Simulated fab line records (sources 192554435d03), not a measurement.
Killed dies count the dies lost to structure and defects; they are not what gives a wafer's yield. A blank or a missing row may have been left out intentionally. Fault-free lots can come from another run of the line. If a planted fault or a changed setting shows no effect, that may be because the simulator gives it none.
fab line records	flow n5Finfet
record: lots: 24	wafers: 72	lastDay: 20
route steps=1938 shown BEOL_M15@1784 MIM_TOP_LITHO@1848
lots that met no fault: taken from a fault-free run of the same line
startH: hours from the record's opening day to when the first of the lot's shown wafers began	waitH: hours elapsed since this lot's preceding step	" as in the row above	L1.1+2: a row that stands for several wafers	- no value, or no start given	* or withheld: withheld	< > ~ a bound
route shown NAME@n: NAME is a module with steps in the file, n the number in the route of the first one	usual: mean and standard deviation over wafers with no fault	same: alike in all rows	chamber/n: place in a boat	sites: per-site readings	_std_site: how widely they spread, as a standard deviation	_edge_site: outer sites' mean less inner sites'	radiusMm: how far each site lies from the wafer's centre	mask NAME#n: copy n	behind: the last tool/chamber to shape the wafer	hold: the reason the lot was held/the length of the hold in hours/how it ended	device: transistor that didn't switch, given as n, p or np	end of line: the tests these same wafers got at the end of their route	for a step that has no rows: nothing shown but its recipe	killed: at the first sort, the dies lost to defects and structure; wafer yield is something else	map: dies across one wafer; x = killed, . = not, _ = none there
set.NAME: the setting that was run; set.NAME@STEP: the one run at that earlier step	model.NAME: the simulator's own value behind a step, which no gauge read
a sample of lots followed through the steps of the route, with each step as a table and each wafer as a row
services: the hour from which a tool's chamber was out of use, counted from the record's first day as startH (under 0 if before that day), plus the number of hours and why
== steps ==
step: N5_BEOL_M15_OVL_MEAS_11
recipe: pointsPerWafer: 44
usual: V14_OVL: 2/5.1
lot.wafer	tool	chamber	startH	waitH	V14_OVL[nm]
L075.1	overlay-01	0	296.02	0.0	-6
L075.5	"	0	"	"	1
L075.6	"	0	"	"	8
L074.1	overlay-01	0	299.36	0.0	5
L074.2	"	0	"	"	1
L074.5	"	0	"	"	2
L076.2	overlay-02	0	301.34	0.0	4
L076.3	"	0	"	"	-2
L076.5	"	0	"	"	3
L077.1	overlay-02	0	317.83	0.0	1
L077.4	"	0	"	"	-3
L077.5	"	0	"	"	-2
L078.1	overlay-02	0	325.83	0.0	9
L078.5	"	0	"	"	4
L078.6	"	0	"	"	4
L080.1	overlay-02	0	328.36	0.0	6
L080.5	"	0	"	"	16
L080.6	"	0	"	"	10
L079.1	overlay-02	0	331.43	0.0	0
L079.4	"	0	"	"	1
L079.5	"	0	"	"	0
L081.4	overlay-01	0	331.85	0.0	-1
L081.5	"	0	"	"	-1
L081.6	"	0	"	"	-2
L083.4	overlay-01	0	338.60	0.0	-1
L083.5	"	0	"	"	7
L083.6	"	0	"	"	10
L082.2	overlay-01	0	354.07	0.0	2
L082.4	"	0	"	"	-1
L082.5	"	0	"	"	6
L086.2	overlay-02	0	359.28	0.0	-1
L086.4	"	0	"	"	8
L086.6	"	0	"	"	-3
L084.1	overlay-01	0	362.55	0.0	0
L084.2	"	0	"	"	-3
L084.4	"	0	"	"	-1
L089.1	overlay-02	0	366.08	0.0	0
L089.3	"	0	"	"	-1
L089.4	"	0	"	"	-5
L087.3	overlay-01	0	373.18	0.0	5
L087.4	"	0	"	"	4
L087.6	"	0	"	"	-2
L088.4	overlay-02	0	379.94	0.0	12
L088.5	"	0	"	"	14
L088.6	"	0	"	"	4
L085.2	overlay-01	0	385.79	0.0	5
L085.3	"	0	"	"	-7
L085.5	"	0	"	"	-10
L093.1	overlay-01	0	390.92	0.0	4
L093.4	"	0	"	"	-1
L093.5	"	0	"	"	-1
L091.2	overlay-01	0	391.31	0.0	4
L091.4	"	0	"	"	1
L091.5	"	0	"	"	1
L096.2	overlay-01	0	398.70	0.0	1
L096.4	"	0	"	"	11
L096.6	"	0	"	"	6
L092.2	overlay-01	0	413.55	0.0	0
L092.4	"	0	"	"	0
L092.6	"	0	"	"	0
L094.1	overlay-01	0	416.72	0.0	5
L094.2	"	0	"	"	3
L094.4	"	0	"	"	8
L095.3	overlay-02	0	429.63	0.0	7
L095.4	"	0	"	"	4
L095.6	"	0	"	"	3
L090.2	overlay-01	0	429.68	0.0	-5
L090.4	"	0	"	"	-6
L090.6	"	0	"	"	-6
L097.1	overlay-01	0	454.66	0.0	-5
L097.2	"	0	"	"	-1
L097.6	"	0	"	"	5
step: N5_BEOL_M15_STRIP_64
recipe: chemistry: O2	powerW: 600	tempC: 60	pressureMtorr: 30	rfFrequencyHz: 6e+07	biasPowerW: 0	overashFraction: 0.3	o2FlowSccm: 225
usual: drypumpMotorCurrentA: 5.7/0.46	o2FlowSccm: 225.0/0.69	oesProductAu: 0.80/0.08	rfVppV: 3.7/0.5	showerheadPlenumPTorr: 2.10/0.083	throttleValvePct: 16.60/0.22
lot.wafer	tool	chamber	startH	waitH	drypumpMotorCurrentA	o2FlowSccm	oesProductAu	rfHoursCounterH	rfVppV	showerheadPlenumPTorr	throttleValvePct
L075.1	rieDiel-04	1	-	-	5.5	227.3	0.74	171	3.5	2.08	16.62
L075.5	"	0	"	"	5.1	226.2	0.80	-	3.1	2.02	16.72
L075.6	"	1	"	"	5.5	226.4	0.74	-	3.6	2.08	16.61
L074.1	rieDiel-01	3	-	-	5.4	225.1	0.70	222	3.2	2.16	17.00
L074.2	"	2	"	"	6.0	224.7	0.89	28	3.9	2.23	16.23
L074.5	"	3	"	"	5.4	225.4	0.70	-	3.1	2.16	17.00
L076.2	rieDiel-02	0	-	-	5.6	224.5	0.87	51	3.8	2.13	16.80
L076.3	"	3	"	"	6.1	225.2	0.81	113	3.9	2.12	16.41
L076.5	"	1	"	"	4.9	224.2	0.87	-	3.1	2.04	16.43
L077.1	rieDiel-04	0	-	-	5.1	224.4	0.79	102	4.5	2.01	16.73
L077.4	"	2	"	"	6.0	225.1	1.00	2	3.0	2.15	16.24
L077.5	"	0	"	"	5.1	225.3	0.78	-	4.2	2.01	16.74
L078.1	rieDiel-01	2	-	-	6.0	225.4	0.87	38	3.8	2.23	16.26
L078.5	"	2	"	"	6.0	225.3	0.88	-	3.6	2.23	16.25
L078.6	"	0	"	"	6.1	225.7	0.70	-	2.6	2.16	16.86
L080.1	rieDiel-01	0	-	-	6.1	224.1	0.69	227	3.7	2.16	16.86
L080.5	"	0	"	"	6.1	225.0	0.69	-	2.8	2.16	16.86
L080.6	"	2	"	"	6.0	225.1	0.87	-	2.7	2.23	16.26
L079.1	rieDiel-04	2	-	-	6.0	225.5	0.98	8	3.3	2.15	16.23
L079.4	"	3	"	"	6.4	225.1	0.74	169	3.5	1.92	16.60
L079.5	"	1	"	"	5.4	225.2	0.73	-	3.4	2.08	16.66
L081.4	rieDiel-01	0	-	-	6.1	224.7	0.70	-	3.3	2.16	16.85
L081.5	"	2	"	"	6.0	224.5	0.88	-	3.9	2.23	16.26
L081.6	"	3	"	"	5.4	225.2	0.70	-	4.1	2.16	17.01
L083.4	rieDiel-04	1	-	-	5.5	225.3	0.72	186	3.7	2.08	16.66
L083.5	"	0	"	"	5.1	224.4	0.78	-	3.4	2.01	16.76
L083.6	"	3	"	"	6.4	224.1	0.74	-	4.9	1.92	16.61
L082.2	rieDiel-02	2	-	-	5.4	225.0	0.86	54	3.1	2.13	16.51
L082.4	"	0	"	"	5.6	224.4	0.84	64	3.5	2.13	16.81
L082.5	"	3	"	"	6.1	225.7	0.79	-	3.8	2.11	16.43
L086.2	rieDiel-04	3	-	-	6.4	225.0	0.74	180	4.1	1.91	16.60
L086.4	"	0	"	"	5.1	225.5	0.78	119	4.2	2.01	16.79
L086.6	"	1	"	"	5.5	224.4	0.72	-	3.3	2.08	16.65
L084.1	rieDiel-04	1	-	-	5.5	225.0	0.72	195	4.0	2.08	16.67
L084.2	"	0	"	"	5.1	224.1	0.77	120	2.9	2.01	16.77
L084.4	"	3	"	"	6.4	223.8	0.73	182	3.2	1.91	16.62
L089.1	rieDiel-04	2	-	-	5.9	224.0	0.95	20	3.7	2.14	16.25
L089.3	"	3	"	"	6.4	224.5	0.73	183	3.9	1.91	16.60
L089.4	"	1	"	"	5.5	224.2	0.72	196	3.9	2.08	16.66
L087.3	rieDiel-01	0	-	-	6.1	225.1	0.68	244	4.3	2.15	16.88
L087.4	"	2	"	"	6.0	225.9	0.85	56	4.3	2.22	16.29
L087.6	"	2	"	"	6.1	225.8	0.85	-	3.5	2.22	16.30
L088.4	rieDiel-01	2	-	-	6.1	225.4	0.84	58	2.9	2.22	16.28
L088.5	"	2	"	"	6.0	226.4	0.84	-	3.3	2.22	16.29
L088.6	"	3	"	"	5.4	226.2	0.68	-	3.5	2.15	17.05
L085.2	rieDiel-02	2	-	-	5.4	225.0	0.85	64	3.0	2.13	16.53
L085.3	"	0	"	"	5.6	224.6	0.84	74	3.6	2.13	16.84
L085.5	"	0	"	"	5.6	224.8	0.84	-	4.3	2.13	16.82
L093.1	rieDiel-02	3	-	-	6.1	224.5	0.78	138	3.3	2.11	16.44
L093.4	"	1	"	"	4.9	225.9	0.83	73	3.0	2.03	16.46
L093.5	"	2	"	"	5.4	224.1	0.86	-	4.0	2.13	16.53
L091.2	rieDiel-02	3	-	-	6.2	225.6	0.78	138	3.8	2.11	16.44
L091.4	"	1	"	"	4.9	224.8	0.83	73	3.8	2.03	16.47
L091.5	"	2	"	"	5.4	226.7	0.85	-	3.5	2.13	16.55
L096.2	rieDiel-02	3	-	-	6.1	224.6	0.78	140	3.5	2.11	16.44
L096.4	"	1	"	"	4.9	224.9	0.83	76	4.5	2.03	16.47
L096.6	"	1	"	"	4.9	224.1	0.82	-	3.1	2.03	16.48
L092.2	rieDiel-01	3	-	-	5.4	225.3	0.96	7	3.6	2.15	16.59
L092.4	"	1	"	"	5.8	224.2	0.81	94	3.0	2.20	16.80
L092.6	"	0	"	"	6.1	224.5	1.00	-	3.0	2.15	16.43
L094.1	rieDiel-02	1	-	-	4.9	225.7	0.82	81	3.6	2.03	16.49
L094.2	"	0	"	"	5.6	225.6	0.81	84	3.9	2.12	16.86
L094.4	"	3	"	"	6.1	225.1	0.77	145	4.6	2.11	16.47
L095.3	rieDiel-04	1	-	-	5.5	225.2	0.70	213	2.8	2.07	16.70
L095.4	"	2	"	"	6.0	223.2	0.90	-	3.4	2.14	16.28
L095.6	"	1	"	"	5.5	225.0	0.71	-	3.7	2.07	16.72
L090.2	rieDiel-02	3	-	-	6.2	224.5	0.77	148	4.0	2.11	16.47
L090.4	"	0	"	"	5.6	225.4	0.82	87	4.2	2.12	16.87
L090.6	"	1	"	"	4.9	225.0	0.81	-	3.2	2.03	16.50
L097.1	rieDiel-02	3	-	-	6.2	225.5	0.77	156	3.4	2.10	16.49
L097.2	"	2	"	"	5.4	225.0	0.83	84	4.2	2.12	16.56
L097.6	"	3	"	"	6.1	225.3	0.77	-	3.5	2.10	16.50
step: N5_BEOL_M15_ETCH_61
recipe: chemistry: N2/H2	target: BARC	targetDepthA: 890	overetchA: 267	timeS: 67.9	ionEnergyEv: 200	pressureMtorr: 30	sourceW: 840	biasW: 150	n2FlowSccm: 200	h2FlowSccm: 200
usual: drypumpMotorCurrentA: 5.7/0.46	oesProductAu: 0.68/0.062	rfVppV: 524/3.1	showerheadPlenumPTorr: 2.54/0.1	throttleValvePct: 17.83/0.26
lot.wafer	tool	chamber	startH	waitH	drypumpMotorCurrentA	oesProductAu	rfHoursCounterH	rfVppV	showerheadPlenumPTorr	throttleValvePct
L075.1	rieDiel-04	3	298.11	0.0	6.4	0.65	158	517	2.33	17.73
L075.5	"	0	"	"	5.1	0.68	-	521	2.46	18.03
L075.6	"	1	"	"	5.5	0.63	-	524	2.54	18.03
L074.1	rieDiel-01	0	301.13	0.0	6.1	0.61	216	528	2.62	18.05
L074.2	"	3	"	"	5.4	0.61	223	527	2.63	18.30
L074.5	"	1	"	"	5.8	0.74	-	527	2.69	18.00
L076.2	rieDiel-04	0	303.02	0.0	5.1	0.69	98	522	2.46	18.03
L076.3	"	3	"	"	6.5	0.64	159	519	2.33	17.74
L076.5	"	0	"	"	5.1	0.68	-	522	2.46	18.01
L077.1	rieDiel-04	3	319.87	0.0	6.4	0.64	165	518	2.33	17.76
L077.4	"	2	"	"	6.0	0.84	3	526	2.60	17.45
L077.5	"	3	"	"	6.4	0.64	-	518	2.33	17.74
L078.1	rieDiel-01	3	327.41	0.0	5.4	0.60	232	525	2.62	18.30
L078.5	"	3	"	"	5.4	0.59	-	525	2.62	18.30
L078.6	"	2	"	"	6.0	0.74	-	527	2.70	17.46
L080.1	rieDiel-01	0	331.08	0.0	6.1	0.60	228	527	2.61	18.07
L080.5	"	3	"	"	5.4	0.60	-	526	2.62	18.29
L080.6	"	0	"	"	6.1	0.60	-	527	2.61	18.06
L079.1	rieDiel-04	2	334.12	0.0	6.0	0.81	9	525	2.60	17.44
L079.4	"	3	"	"	6.5	0.63	171	518	2.33	17.75
L079.5	"	1	"	"	5.5	0.62	-	523	2.54	18.05
L081.4	rieDiel-01	2	334.21	0.0	6.0	0.74	-	528	2.70	17.49
L081.5	"	3	"	"	5.4	0.60	-	527	2.62	18.31
L081.6	"	0	"	"	6.1	0.60	-	526	2.61	18.07
L083.4	rieDiel-04	2	340.44	0.0	6.0	0.82	11	526	2.60	17.46
L083.5	"	1	"	"	5.5	0.62	-	523	2.54	18.05
L083.6	"	0	"	"	5.1	0.67	-	522	2.45	18.06
L082.2	rieDiel-04	1	355.63	0.0	5.5	0.61	192	523	2.54	18.07
L082.4	"	3	"	"	6.4	0.64	179	517	2.32	17.75
L082.5	"	3	"	"	6.4	0.63	-	518	2.32	17.77
L086.2	rieDiel-02	0	361.16	0.0	5.6	0.70	65	525	2.58	18.00
L086.4	"	3	"	"	6.2	0.67	127	523	2.55	17.53
L086.6	"	1	"	"	4.9	0.72	-	523	2.47	17.61
L084.1	rieDiel-04	1	364.72	0.0	5.5	0.62	195	523	2.54	18.09
L084.2	"	3	"	"	6.4	0.63	183	517	2.32	17.77
L084.4	"	0	"	"	5.1	0.66	121	521	2.45	18.08
L089.1	rieDiel-02	1	367.67	0.0	4.9	0.71	68	522	2.47	17.59
L089.3	"	2	"	"	5.4	0.74	58	525	2.58	17.71
L089.4	"	3	"	"	6.2	0.67	129	523	2.55	17.52
L087.3	rieDiel-01	2	374.86	0.0	6.0	0.71	56	530	2.69	17.49
L087.4	"	0	"	"	6.1	0.59	245	526	2.61	18.10
L087.6	"	3	"	"	5.5	0.59	-	526	2.62	18.33
L088.4	rieDiel-02	2	381.52	0.0	5.4	0.73	-	524	2.58	17.72
L088.5	"	3	"	"	6.2	0.66	-	525	2.55	17.54
L088.6	"	0	"	"	5.6	0.70	-	524	2.57	17.99
L085.2	rieDiel-02	2	387.45	0.0	5.4	0.74	65	526	2.58	17.75
L085.3	"	0	"	"	5.6	0.70	75	525	2.57	18.02
L085.5	"	1	"	"	4.9	0.72	-	521	2.47	17.60
L093.1	rieDiel-02	2	392.64	0.0	5.4	0.72	67	524	2.58	17.74
L093.4	"	3	"	"	6.2	0.67	138	524	2.55	17.53
L093.5	"	3	"	"	6.2	0.67	-	524	2.55	17.53
L091.2	rieDiel-04	2	393.12	0.0	6.0	0.78	26	525	2.59	17.49
L091.4	"	0	"	"	5.1	0.65	129	522	2.45	18.08
L091.5	"	1	"	"	5.5	0.61	-	523	2.53	18.07
L096.2	rieDiel-02	3	400.60	0.0	6.1	0.67	141	523	2.54	17.53
L096.4	"	2	"	"	5.4	0.73	70	524	2.58	17.75
L096.6	"	1	"	"	4.9	0.70	-	522	2.46	17.61
L092.2	rieDiel-04	0	415.32	0.0	5.1	0.65	134	521	2.45	18.09
L092.4	"	3	"	"	6.4	0.62	197	518	2.32	17.80
L092.6	"	3	"	"	6.4	0.62	-	518	2.32	17.81
L094.1	rieDiel-02	1	418.40	0.0	4.9	0.70	82	521	2.46	17.62
L094.2	"	3	"	"	6.2	0.66	146	525	2.54	17.55
L094.4	"	0	"	"	5.6	0.69	84	524	2.57	18.02
L095.3	rieDiel-01	3	431.48	0.0	5.4	0.79	13	526	2.61	17.93
L095.4	"	2	"	"	6.0	0.70	77	529	2.69	17.52
L095.6	"	2	"	"	6.0	0.70	-	528	2.69	17.52
L090.2	rieDiel-04	1	431.72	0.0	5.5	0.60	214	524	2.53	18.10
L090.4	"	2	"	"	5.9	0.77	-	526	2.59	17.50
L090.6	"	3	"	"	6.4	0.61	-	517	2.31	17.80
L097.1	rieDiel-01	2	456.21	0.0	6.1	0.69	86	526	2.68	17.56
L097.2	"	1	"	"	5.8	0.68	109	527	2.66	18.10
L097.6	"	1	"	"	5.8	0.68	-	527	2.66	18.10
step: N5_BEOL_M15_TRENCH_ETCH_34
recipe: chemistry: C4F8/O2/Ar	target: SiO2	targetDepthA: 8729.3	heInnerTorr: 15	heOuterTorr: 30	timeS: 199	ionEnergyEv: 800	pressureMtorr: 20	sourceW: 1905	biasW: 2040	Ar_flow_sccm: 400	C4F8_flow_sccm: 16	O2_flow_sccm: 12
usual: drypumpMotorCurrentA: 5.7/0.46	mfcArSccm: 400.0/1.2	oesProductAu: 0.80/0.077	rfVppV: 2224/16	showerheadPlenumPTorr: 3.44/0.13	throttleValvePct: 30.81/0.28
lot.wafer	tool	chamber	startH	waitH	drypumpMotorCurrentA	mfcArSccm	oesProductAu	rfHoursCounterH	rfVppV	showerheadPlenumPTorr	throttleValvePct
L075.1	rieDiel-04	3	298.16	0.0	6.4	399.4	0.75	158	2207	3.17	30.63
L075.5	"	0	"	"	5.1	397.5	0.80	-	2209	3.33	31.07
L075.6	"	1	"	"	5.5	400.2	0.74	-	2226	3.44	30.98
L074.1	rieDiel-01	0	301.18	0.0	6.1	400.3	0.71	216	2222	3.54	31.08
L074.2	"	3	"	"	5.4	398.5	0.71	223	2247	3.52	31.07
L074.5	"	1	"	"	5.8	398.5	0.86	-	2217	3.62	31.10
L076.2	rieDiel-04	0	303.07	0.0	5.1	400.0	0.79	98	2210	3.33	31.08
L076.3	"	3	"	"	6.5	399.4	0.75	159	2206	3.17	30.62
L076.5	"	0	"	"	5.1	398.9	0.79	-	2209	3.33	31.10
L077.1	rieDiel-04	3	319.93	0.0	6.5	400.5	0.75	165	2206	3.16	30.63
L077.4	"	2	"	"	6.0	400.7	1.00	3	2248	3.51	30.48
L077.5	"	3	"	"	6.4	399.7	0.74	-	2207	3.16	30.64
L078.1	rieDiel-01	3	327.46	0.0	5.4	400.2	0.69	232	2245	3.52	31.06
L078.5	"	3	"	"	5.4	401.5	0.69	-	2245	3.52	31.05
L078.6	"	2	"	"	6.1	399.1	0.86	-	2231	3.62	30.35
L080.1	rieDiel-01	0	331.13	0.0	6.1	400.4	0.69	228	2220	3.54	31.09
L080.5	"	3	"	"	5.4	403.3	0.69	-	2244	3.52	31.05
L080.6	"	0	"	"	6.1	399.2	0.69	-	2220	3.54	31.11
L079.1	rieDiel-04	2	334.17	0.0	6.0	400.3	0.96	9	2246	3.51	30.49
L079.4	"	3	"	"	6.4	399.0	0.74	171	2205	3.16	30.65
L079.5	"	1	"	"	5.5	399.5	0.73	-	2225	3.43	31.00
L081.4	rieDiel-01	2	334.31	0.1	6.0	399.1	0.85	-	2232	3.62	30.37
L081.5	"	3	"	"	5.4	402.0	0.69	-	2245	3.51	31.08
L081.6	"	0	"	"	6.1	399.3	0.69	-	2220	3.54	31.11
L083.4	rieDiel-04	2	340.49	0.0	6.0	399.1	0.96	11	2248	3.51	30.49
L083.5	"	1	"	"	5.5	400.7	0.72	-	2225	3.43	31.01
L083.6	"	0	"	"	5.1	399.3	0.78	-	2208	3.32	31.10
L082.2	rieDiel-04	1	355.68	0.0	5.5	399.7	0.73	192	2227	3.43	31.00
L082.4	"	3	"	"	6.4	401.4	0.74	179	2206	3.16	30.64
L082.5	"	3	"	"	6.5	402.3	0.73	-	2208	3.16	30.64
L086.2	rieDiel-02	0	361.22	0.0	5.6	403.2	0.83	65	2242	3.49	31.18
L086.4	"	3	"	"	6.2	401.0	0.78	127	2237	3.45	30.48
L086.6	"	1	"	"	4.9	400.6	0.84	-	2225	3.36	30.72
L084.1	rieDiel-04	1	364.77	0.0	5.5	402.0	0.72	196	2225	3.43	30.99
L084.2	"	3	"	"	6.4	398.7	0.73	183	2205	3.16	30.65
L084.4	"	0	"	"	5.1	400.4	0.76	121	2208	3.32	31.10
L089.1	rieDiel-02	1	367.72	0.0	4.9	402.5	0.84	68	2225	3.35	30.71
L089.3	"	2	"	"	5.4	398.2	0.87	58	2197	3.48	30.71
L089.4	"	3	"	"	6.1	400.3	0.79	129	2235	3.44	30.49
L087.3	rieDiel-01	2	374.91	0.0	6.0	401.3	0.84	56	2232	3.61	30.36
L087.4	"	0	"	"	6.1	401.2	0.68	245	2219	3.53	31.09
L087.6	"	3	"	"	5.4	400.7	0.69	-	2244	3.51	31.10
L088.4	rieDiel-02	2	381.62	0.1	5.4	399.8	0.87	-	2195	3.48	30.72
L088.5	"	3	"	"	6.1	400.6	0.78	-	2235	3.44	30.49
L088.6	"	0	"	"	5.6	399.8	0.83	-	2242	3.49	31.21
L085.2	rieDiel-02	2	387.51	0.0	5.4	399.3	0.86	65	2197	3.48	30.70
L085.3	"	0	"	"	5.6	398.3	0.82	75	2241	3.49	31.21
L085.5	"	1	"	"	4.9	402.0	0.83	-	2225	3.35	30.70
L093.1	rieDiel-02	2	392.69	0.0	5.4	399.8	0.85	67	2198	3.47	30.72
L093.4	"	3	"	"	6.2	399.2	0.78	138	2236	3.44	30.52
L093.5	"	3	"	"	6.1	399.1	0.78	-	2236	3.44	30.52
L091.2	rieDiel-04	2	393.17	0.0	6.0	399.9	0.92	26	2248	3.50	30.49
L091.4	"	0	"	"	5.1	399.8	0.75	129	2207	3.31	31.11
L091.5	"	1	"	"	5.5	399.8	0.71	-	2225	3.42	31.01
L096.2	rieDiel-02	3	400.65	0.0	6.2	400.7	0.78	141	2235	3.44	30.52
L096.4	"	2	"	"	5.4	401.2	0.84	70	2197	3.47	30.71
L096.6	"	1	"	"	4.9	400.7	0.82	-	2225	3.35	30.71
L092.2	rieDiel-04	0	415.37	0.0	5.1	400.0	0.75	134	2208	3.31	31.12
L092.4	"	3	"	"	6.4	400.0	0.72	197	2205	3.15	30.65
L092.6	"	3	"	"	6.4	400.6	0.72	-	2205	3.15	30.65
L094.1	rieDiel-02	1	418.45	0.0	4.9	400.5	0.82	82	2224	3.35	30.71
L094.2	"	3	"	"	6.2	398.8	0.78	146	2234	3.44	30.53
L094.4	"	0	"	"	5.6	397.7	0.81	84	2241	3.48	31.22
L095.3	rieDiel-01	3	431.53	0.0	5.4	399.6	0.94	13	2244	3.50	30.90
L095.4	"	2	"	"	6.0	400.8	0.82	77	2231	3.60	30.37
L095.6	"	2	"	"	6.0	400.4	0.83	-	2229	3.60	30.39
L090.2	rieDiel-04	1	431.77	0.0	5.5	401.1	0.70	214	2223	3.42	31.01
L090.4	"	2	"	"	5.9	400.4	0.90	-	2247	3.50	30.48
L090.6	"	3	"	"	6.4	400.9	0.71	-	2205	3.15	30.64
L097.1	rieDiel-01	2	456.26	0.0	6.1	399.0	0.80	86	2228	3.59	30.39
L097.2	"	1	"	"	5.8	399.9	0.79	109	2216	3.59	31.12
L097.6	"	1	"	"	5.8	399.1	0.79	-	2215	3.59	31.14
step: N5_BEOL_M15_DEGAS_41
recipe: ambient: vacuum	tempC: 300	timeS: 60
usual: heaterPowerW: 457/62
lot.wafer	tool	chamber	startH	waitH	heaterPowerW
L075.1	pvdSputter-01	-	299.82	0.4	585
L075.5	"	-	"	"	512
L075.6	"	-	"	"	461
L074.1	pvdSputter-01	-	307.40	0.4	419
L074.2	"	-	"	"	496
L074.5	"	-	"	"	430
L076.2	pvdSputter-02	-	307.43	0.3	385
L076.3	"	-	"	"	478
L076.5	"	-	"	"	407
L077.1	pvdSputter-01	-	322.58	0.3	588
L077.4	"	-	"	"	452
L077.5	"	-	"	"	433
L078.1	pvdSputter-03	-	330.03	0.5	500
L078.5	"	-	"	"	460
L078.6	"	-	"	"	527
L080.1	pvdSputter-01	-	333.23	1.1	443
L080.5	"	-	"	"	584
L080.6	"	-	"	"	441
L079.1	pvdSputter-02	-	336.36	0.2	448
L079.4	"	-	"	"	384
L079.5	"	-	"	"	463
L081.4	pvdSputter-02	-	336.68	0.2	465
L081.5	"	-	"	"	407
L081.6	"	-	"	"	372
L083.4	pvdSputter-02	-	344.51	0.2	418
L083.5	"	-	"	"	414
L083.6	"	-	"	"	447
L082.2	pvdSputter-02	-	357.04	0.2	458
L082.4	"	-	"	"	409
L082.5	"	-	"	"	389
L086.2	pvdSputter-01	-	366.67	2.3	591
L086.4	"	-	"	"	505
L086.6	"	-	"	"	422
L084.1	pvdSputter-02	-	367.75	0.5	378
L084.2	"	-	"	"	462
L084.4	"	-	"	"	416
L089.1	pvdSputter-01	-	375.59	0.9	453
L089.3	"	-	"	"	602
L089.4	"	-	"	"	503
L087.3	pvdSputter-03	-	378.03	0.3	500
L087.4	"	-	"	"	346
L087.6	"	-	"	"	339
L088.4	pvdSputter-03	-	383.76	0.1	509
L088.5	"	-	"	"	520
L088.6	"	-	"	"	449
L085.2	pvdSputter-02	-	390.36	2.1	385
L085.3	"	-	"	"	411
L085.5	"	-	"	"	412
L093.1	pvdSputter-02	-	394.37	0.5	368
L093.4	"	-	"	"	456
L093.5	"	-	"	"	385
L091.2	pvdSputter-03	-	394.39	0.1	328
L091.4	"	-	"	"	509
L091.5	"	-	"	"	346
L096.2	pvdSputter-02	-	403.51	0.3	480
L096.4	"	-	"	"	377
L096.6	"	-	"	"	415
L092.2	pvdSputter-01	-	420.54	0.3	501
L092.4	"	-	"	"	446
L092.6	"	-	"	"	498
L094.1	pvdSputter-03	-	420.86	0.2	498
L094.2	"	-	"	"	452
L094.4	"	-	"	"	522
L095.3	pvdSputter-01	-	432.48	0.2	443
L095.4	"	-	"	"	449
L095.6	"	-	"	"	495
L090.2	pvdSputter-02	-	432.62	0.2	455
L090.4	"	-	"	"	377
L090.6	"	-	"	"	371
L097.1	pvdSputter-03	-	459.62	0.0	514
L097.2	"	-	"	"	329
L097.6	"	-	"	"	347
step: N5_MIM_TOP_LITHO_OVL_MEAS_11
recipe: pointsPerWafer: 44
usual: MIM_TOP_OVL: 0/5.6
lot.wafer	tool	chamber	startH	waitH	MIM_TOP_OVL[nm]
L075.1	overlay-02	0	307.16	0.0	9
L075.5	"	0	"	"	1
L075.6	"	0	"	"	-4
L074.1	overlay-02	0	313.37	0.0	-4
L074.2	"	0	"	"	0
L074.5	"	0	"	"	-1
L076.2	overlay-02	0	314.01	0.0	6
L076.3	"	0	"	"	7
L076.5	"	0	"	"	0
L077.1	overlay-02	0	329.10	0.0	4
L077.4	"	0	"	"	5
L077.5	"	0	"	"	-4
L078.1	overlay-02	0	336.49	0.0	10
L078.5	"	0	"	"	14
L078.6	"	0	"	"	13
L080.1	overlay-01	0	337.33	0.0	-3
L080.5	"	0	"	"	-8
L080.6	"	0	"	"	2
L079.1	overlay-01	0	340.63	0.0	2
L079.4	"	0	"	"	9
L079.5	"	0	"	"	5
L081.4	overlay-02	0	342.89	0.0	-7
L081.5	"	0	"	"	2
L081.6	"	0	"	"	-9
L083.4	overlay-01	0	352.03	0.0	8
L083.5	"	0	"	"	-8
L083.6	"	0	"	"	-3
L082.2	overlay-01	0	361.48	0.0	-7
L082.4	"	0	"	"	0
L082.5	"	0	"	"	9
L086.2	overlay-02	0	372.53	0.0	3
L086.4	"	0	"	"	8
L086.6	"	0	"	"	4
L084.1	overlay-02	0	374.14	0.0	1
L084.2	"	0	"	"	1
L084.4	"	0	"	"	3
L089.1	overlay-02	0	381.46	0.0	5
L089.3	"	0	"	"	-2
L089.4	"	0	"	"	0
L087.3	overlay-01	0	383.45	0.0	4
L087.4	"	0	"	"	-5
L087.6	"	0	"	"	-2
L088.4	overlay-01	0	388.90	0.0	-4
L088.5	"	0	"	"	0
L088.6	"	0	"	"	1
L085.2	overlay-01	0	395.33	0.0	-5
L085.3	"	0	"	"	-3
L085.5	"	0	"	"	-1
L091.2	overlay-02	0	398.47	0.0	-2
L091.4	"	0	"	"	-4
L091.5	"	0	"	"	0
L093.1	overlay-01	0	402.13	0.0	0
L093.4	"	0	"	"	1
L093.5	"	0	"	"	3
L096.2	overlay-02	0	411.18	0.0	-2
L096.4	"	0	"	"	0
L096.6	"	0	"	"	-3
L092.2	overlay-01	0	424.67	0.0	0
L092.4	"	0	"	"	-1
L092.6	"	0	"	"	8
L094.1	overlay-01	0	427.38	0.0	-7
L094.2	"	0	"	"	-10
L094.4	"	0	"	"	6
L095.3	overlay-02	0	439.09	0.0	-11
L095.4	"	0	"	"	-1
L095.6	"	0	"	"	-7
L090.2	overlay-02	0	439.34	0.0	3
L090.4	"	0	"	"	5
L090.6	"	0	"	"	3
L097.1	overlay-01	0	464.22	0.0	-3
L097.2	"	0	"	"	-2
L097.6	"	0	"	"	0
== services ==
tool	chamber	startH	hours	kind
rieDiel-04	2	277.44	9.6	repair
rieDiel-04	1	286.58	5.8	repair
rieDiel-04	2	292.62	-	clean
rieDiel-04	2	292.62	-	consumableReplace:focusRing
rieDiel-04	2	292.62	17.2	scheduledDown
rieDiel-04	2	292.62	17.2	ventCycle
rieDiel-01	-	296.25	0.3	repair
rieDiel-01	1	325.84	14.7	repair
rieDiel-02	-	327.81	14.6	pm
rieDiel-02	1	346.98	4.0	repair
rieDiel-01	3	351.08	6.8	repair
rieDiel-01	2	353.35	6.6	repair
pvdSputter-03	-	358.43	1.8	repair
rieDiel-02	-	362.43	1.3	repair
rieDiel-02	1	376.80	10.3	repair
rieDiel-01	3	380.41	-	clean
rieDiel-01	3	380.41	-	consumableReplace:focusRing
rieDiel-01	3	380.41	15.8	scheduledDown
rieDiel-04	-	384.72	0.3	repair
pvdSputter-03	-	400.31	4.1	repair
rieDiel-04	0	422.95	14.3	repair
rieDiel-02	-	443.98	2.8	pm
rieDiel-02	2	450.57	3.4	repair
pvdSputter-01	-	455.41	13.6	repair
== key ==
fault none
